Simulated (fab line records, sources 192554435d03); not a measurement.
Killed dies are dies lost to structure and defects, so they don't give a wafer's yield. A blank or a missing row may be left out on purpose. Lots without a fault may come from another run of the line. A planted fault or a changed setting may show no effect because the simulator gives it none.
Which tool did it? | flow n5_finfet | 23 lots, 69 wafers sampled, at 3 steps of a route of 1938

WHAT THE GAUGES READ, wafer by wafer
N5_MOL_CONTACT_COAG_CD_MEAS_40: target cd 25.1 nm.
lot  | measured     | on        | cd_nm (nm)
L074 | day 5 05:16  | cd_sem-03 | 25.26 25.21 24.96
L075 | day 5 10:41  | cd_sem-01 | 25.34 24.95 24.92
L076 | day 5 14:24  | cd_sem-01 | 25.76 25.66 24.99
L077 | day 6 00:04  | cd_sem-02 | 25.27 24.97 25.42
L079 | day 6 06:48  | cd_sem-02 | 25.13 24.77 25.54
L080 | day 7 00:07  | cd_sem-03 | 25.26 25.43 25.33
L081 | day 7 00:38  | cd_sem-02 | 25.10 24.91 25.41
L082 | day 7 04:32  | cd_sem-02 | 24.84 24.88 24.94
L084 | day 7 12:01  | cd_sem-02 | 25.38 25.20 25.22
L083 | day 7 13:19  | cd_sem-01 | 24.75 25.01 25.22
L085 | day 7 23:13  | cd_sem-03 | 25.47 25.10 25.06
L086 | day 8 04:05  | cd_sem-02 | 25.15 25.34 25.03
L087 | day 8 08:19  | cd_sem-02 | 25.10 24.78 25.12
L088 | day 8 23:10  | cd_sem-03 | 24.94 25.05 24.79
L089 | day 8 23:22  | cd_sem-03 | 25.14 25.01 24.72
L090 | day 9 02:40  | cd_sem-01 | 25.22 24.98 25.22
L091 | day 9 08:05  | cd_sem-02 | 25.16 25.01 24.80
L092 | day 9 14:25  | cd_sem-01 | 24.61 25.16 24.87
L093 | day 10 01:25 | cd_sem-01 | 25.00 25.12 25.04
L094 | day 10 07:52 | cd_sem-01 | 25.18 25.03 25.42
L095 | day 10 12:59 | cd_sem-03 | 24.87 24.92 24.63
L096 | day 11 07:30 | cd_sem-03 | 24.98 24.98 25.31
L097 | day 11 07:42 | cd_sem-02 | 24.45 24.94 25.09

WHICH TOOL RAN EACH LOT (tool, then ch and the chambers of the sampled wafers, then the start)
lot  | N5_MOL_CONTACT_COAG_SPUTTER_143 | N5_MOL_CONTACT_COAG_ETCH_89
L074 | pvd_sputter-03, day 4 21:40     | rie_diel-06 ch 0,2,3, day 5 04:04
L075 | pvd_sputter-01, day 5 02:49     | rie_diel-05 ch 0,1,3, day 5 09:29
L076 | pvd_sputter-02, day 5 05:44     | rie_diel-02 ch 1,2,3, day 5 13:05
L077 | pvd_sputter-03, day 5 14:53     | rie_diel-05 ch 0,2, day 5 22:58
L079 | pvd_sputter-03, day 5 22:02     | rie_diel-02 ch 1,2,3, day 6 05:35
L080 | pvd_sputter-02, day 6 12:23     | rie_diel-05 ch 0,1, day 6 22:54
L081 | pvd_sputter-01, day 6 13:53     | rie_diel-06 ch 1,3, day 6 23:32
L082 | pvd_sputter-01, day 6 19:55     | rie_diel-06 ch 0,3, day 7 03:19
L084 | pvd_sputter-03, day 7 02:53     | rie_diel-05 ch 0,1,3, day 7 10:38
L083 | pvd_sputter-01, day 7 06:14     | rie_diel-02 ch 0,2,3, day 7 12:05
L085 | pvd_sputter-02, day 7 15:32     | rie_diel-05 ch 1,3, day 7 21:35
L086 | pvd_sputter-01, day 7 20:24     | rie_diel-06 ch 0,1,2, day 8 02:51
L087 | pvd_sputter-01, day 7 23:31     | rie_diel-05 ch 0,1,2, day 8 07:05
L088 | pvd_sputter-02, day 8 13:18     | rie_diel-06 ch 0,1,2, day 8 21:44
L089 | pvd_sputter-02, day 8 13:48     | rie_diel-06 ch 2,3, day 8 21:58
L090 | pvd_sputter-03, day 8 17:23     | rie_diel-05 ch 0,3, day 9 01:34
L091 | pvd_sputter-02, day 8 23:21     | rie_diel-06 ch 0,1,3, day 9 06:33
L092 | pvd_sputter-01, day 9 07:23     | rie_diel-02 ch 0,2,3, day 9 13:13
L093 | pvd_sputter-01, day 9 16:03     | rie_diel-02 ch 1,2, day 10 00:19
L094 | pvd_sputter-01, day 9 23:34     | rie_diel-05 ch 0,2,3, day 10 06:38
L095 | pvd_sputter-03, day 10 03:07    | rie_diel-06 ch 0,2, day 10 11:41
L096 | pvd_sputter-02, day 10 20:21    | rie_diel-06 ch 0,2, day 11 06:13
L097 | pvd_sputter-02, day 10 20:31    | rie_diel-02 ch 0,1,2, day 11 06:23
- N5_MOL_CONTACT_COAG_SPUTTER_143: material Co, target thk 2.5 nm.
- N5_MOL_CONTACT_COAG_ETCH_89: etches underlayer in N2/H2, target depth 13 nm, time 10.4 s.

WHAT THE TOOLS THEMSELVES READ (means of the sampled wafers that have a number; where no wafer has one, the mark that the record gives instead)
N5_MOL_CONTACT_COAG_SPUTTER_143.
lot  | tool           | substrate_temp_c (C) | throttle_valve_pct (%)
L074 | pvd_sputter-03 | 25.06                | 29.2
L075 | pvd_sputter-01 | 24.99                | 29.7
L076 | pvd_sputter-02 | 24.94                | 29.4
L077 | pvd_sputter-03 | 25.09                | 30.6
L079 | pvd_sputter-03 | 25.13                | 30.5
L080 | pvd_sputter-02 | 24.93                | 29.7
L081 | pvd_sputter-01 | 24.99                | 29.7
L082 | pvd_sputter-01 | 24.92                | 29.7
L084 | pvd_sputter-03 | 25.01                | 29.0
L083 | pvd_sputter-01 | 24.93                | 29.1
L085 | pvd_sputter-02 | 24.97                | 29.3
L086 | pvd_sputter-01 | 25.00                | 29.2
L087 | pvd_sputter-01 | 24.95                | 29.3
L088 | pvd_sputter-02 | 25.01                | 29.5
L089 | pvd_sputter-02 | 24.92                | 28.4
L090 | pvd_sputter-03 | 25.04                | 30.5
L091 | pvd_sputter-02 | 25.02                | 30.0
L092 | pvd_sputter-01 | 25.06                | 29.4
L093 | pvd_sputter-01 | 24.99                | 29.3
L094 | pvd_sputter-01 | 24.91                | 29.4
L095 | pvd_sputter-03 | 24.99                | 30.4
L096 | pvd_sputter-02 | 24.97                | 29.7
L097 | pvd_sputter-02 | 25.05                | 29.2

N5_MOL_CONTACT_COAG_ETCH_89.
lot  | tool        | drypump_motor_current_A (A) | etch_rf_on_time_s (s) | oes_product_au (a.u.) | rf_vpp_V (V) | showerhead_plenum_p_Torr (Torr) | throttle_valve_pct (%)
L074 | rie_diel-06 | 6.0                         | 10.50                 | 0.60                  | 522.3        | 2.48                            | 17.90
L075 | rie_diel-05 | 5.5                         | 10.19                 | 0.66                  | 521.9        | 2.51                            | 17.88
L076 | rie_diel-02 | 5.7                         | 10.38                 | 0.64                  | 522.1        | 2.51                            | 18.12
L077 | rie_diel-05 | 5.8                         | 10.16                 | 0.70                  | 522.9        | 2.53                            | 17.82
L079 | rie_diel-02 | 5.7                         | 10.40                 | 0.63                  | 521.4        | 2.50                            | 18.15
L080 | rie_diel-05 | 5.3                         | 10.20                 | 0.81                  | 521.9        | 2.50                            | 17.69
L081 | rie_diel-06 | 6.1                         | 10.45                 | 0.64                  | 522.7        | 2.51                            | 18.10
L082 | rie_diel-06 | 6.1                         | 10.30                 | 0.71                  | 521.2        | 2.46                            | 17.83
L084 | rie_diel-05 | 5.5                         | 10.32                 | 0.73                  | 522.7        | 2.50                            | 17.76
L083 | rie_diel-02 | 6.1                         | 10.52                 | 0.62                  | 521.8        | 2.49                            | 18.22
L085 | rie_diel-05 | 5.3                         | 10.41                 | 0.74                  | 522.4        | 2.51                            | 17.76
L086 | rie_diel-06 | 5.9                         | 10.26                 | 0.75                  | 523.1        | 2.51                            | 17.74
L087 | rie_diel-05 | 5.6                         | 10.36                 | 0.78                  | 522.3        | 2.53                            | 17.73
L088 | rie_diel-06 | 5.9                         | 10.49                 | 0.73                  | 522.4        | 2.50                            | 17.74
L089 | rie_diel-06 | 6.0                         | 10.36                 | 0.75                  | 521.9        | 2.47                            | 17.52
L090 | rie_diel-05 | 5.7                         | 10.32                 | 0.68                  | 522.0        | 2.49                            | 17.79
L091 | rie_diel-06 | 6.0                         | 10.47                 | 0.68                  | 522.0        | 2.49                            | 17.94
L092 | rie_diel-02 | 6.0                         | 10.45                 | 0.61                  | 522.4        | 2.48                            | 18.25
L093 | rie_diel-02 | 5.4                         | 10.48                 | 0.62                  | 522.6        | 2.49                            | 18.02
L094 | rie_diel-05 | 5.8                         | 10.23                 | 0.70                  | 523.5        | 2.52                            | 17.81
L095 | rie_diel-06 | 5.9                         | 10.34                 | 0.78                  | 522.8        | 2.48                            | 17.46
L096 | rie_diel-06 | 5.8                         | 10.29                 | 0.76                  | 521.6        | 2.48                            | 17.60
L097 | rie_diel-02 | 5.7                         | 10.54                 | 0.61                  | 522.1        | 2.48                            | 18.11

THE ANSWER, worked out from the rows above alone
Rule: what is usual is taken from the lots themselves. Put in order of their means at a reading, lots are off if they are a third of the lots or fewer, leave a main group of 4 or more, and stand apart from it by a gap of 3 or more times the standard deviation of the main group's means; of several such gaps the widest counts. A main group whose means are all the same, to the digits that the tables above print for the reading, isn't used. A lot without any number at a reading at which 4 lots or more have one is off too. The other lots that the step has rows for count as sound. The gauges are gone through in route order, then the tools' own readings, and for those a lot's mean is taken as printed above. The first step at which some lot is off is used, and at that step the reading that is off furthest; a lot without a number counts as furthest.
No lot is off at any reading shown: from this, nothing can be told.

WHAT THE SIMULATOR HAD PUT IN
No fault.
